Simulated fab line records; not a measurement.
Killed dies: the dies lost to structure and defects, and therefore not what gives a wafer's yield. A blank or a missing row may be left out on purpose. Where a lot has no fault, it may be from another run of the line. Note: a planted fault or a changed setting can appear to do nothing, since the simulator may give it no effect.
Matching of chambers | flow nandHarc | NHARC_A_STAIRCASE_DEP_259 on pecvd-02: 3 sister chambers
The step deposits SiON, target thk 30 nm. 6 wafers are shown with their chamber, then 7 later ones without.

## WAFERS PAIRED WITH THEIR CHAMBERS
wafer  | chamber | heaterPowerW (W)
L080.4 | 1       | 720
L085.1 | 2       | 707
L085.2 | 0       | 760
L085.4 | 0       | 770
L091.2 | 1       | 712
L091.4 | 2       | 731

## WAFERS WITHOUT THEIR CHAMBER
wafer  | heaterPowerW (W)
L091.5 | 673
L093.1 | 746
L093.4 | 750
L093.6 | 670
L094.3 | 731
L094.4 | 745
L094.5 | 768

## THE CHAMBER EACH PASSED THROUGH
wafer  | from the rows above          | in truth
L091.5 | can't be placed: 1 or 2      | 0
L093.1 | can't be placed: 0 or 2 or 1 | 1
L093.4 | can't be placed: 0 or 2 or 1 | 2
L093.6 | can't be placed: 1 or 2      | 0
L094.3 | can't be placed: 2 or 1 or 0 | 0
L094.4 | can't be placed: 0 or 2 or 1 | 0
L094.5 | 0                            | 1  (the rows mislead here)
Correctly placed: 0 of 7. Cannot be placed on the basis of these rows: 6; the candidates contain the true chamber in 4. Number placed wrongly: 1.
How it was worked out, from the rows above alone: a wafer's distance from a chamber is the root of the sum, over the readings, of the square of ((its reading less the chamber's mean) divided by the reading's scatter). If the next closest chamber is less than 2 further off than the closest, the wafer can't be placed; otherwise it belongs to the closest. A chamber's mean is the mean of its shown wafers. The scatter: take each reading less its chamber's mean, square it, sum over the shown wafers, divide by the number of wafers less the number of chambers, and take the root.
